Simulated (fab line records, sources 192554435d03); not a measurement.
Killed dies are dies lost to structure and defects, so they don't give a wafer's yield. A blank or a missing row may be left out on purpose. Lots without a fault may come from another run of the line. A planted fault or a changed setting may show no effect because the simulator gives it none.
Which tool did it? | flow n5_finfet | 12 lots, 36 wafers sampled, at 1 step of a route of 1938

WHAT THE GAUGES READ, wafer by wafer
N5_BEOL_M10_CD_MEAS_11: target cd 64.1 nm.
lot  | measured     | on        | cd_nm (nm)
L076 | day 11 00:26 | cd_sem-02 | 64.0 63.1 64.5
L077 | day 11 20:11 | cd_sem-02 | 64.7 65.3 64.7
L078 | day 12 00:23 | cd_sem-03 | 65.2 64.9 64.8
L082 | day 12 12:32 | cd_sem-02 | 65.0 64.5 64.7
L083 | day 12 17:38 | cd_sem-02 | 63.6 63.4 63.8
L085 | day 13 09:05 | cd_sem-02 | 64.5 64.9 64.6
L086 | day 13 17:03 | cd_sem-02 | 64.8 64.6 65.4
L089 | day 14 08:23 | cd_sem-01 | 62.8 63.5 63.0
L093 | day 15 01:10 | cd_sem-01 | 64.0 63.0 64.2
L091 | day 15 18:51 | cd_sem-02 | 65.3 64.5 64.8
L096 | day 15 21:38 | cd_sem-03 | 64.3 64.0 63.6
L097 | day 16 11:17 | cd_sem-02 | 64.7 63.5 63.8

WHICH TOOL RAN EACH LOT (tool, then ch and the chambers of the sampled wafers, then the start)
The record holds no process step before these readings.

THE ANSWER, worked out from the rows above alone
Rule: what is usual is taken from the lots themselves. Put in order of their means at a reading, lots are off if they are a third of the lots or fewer, leave a main group of 4 or more, and stand apart from it by a gap of 3 or more times the standard deviation of the main group's means; of several such gaps the widest counts. A main group whose means are all the same, to the digits that the tables above print for the reading, isn't used. A lot without any number at a reading at which 4 lots or more have one is off too. The other lots that the step has rows for count as sound.
No lot is off at any reading shown: from this, nothing can be told.

WHAT THE SIMULATOR HAD PUT IN
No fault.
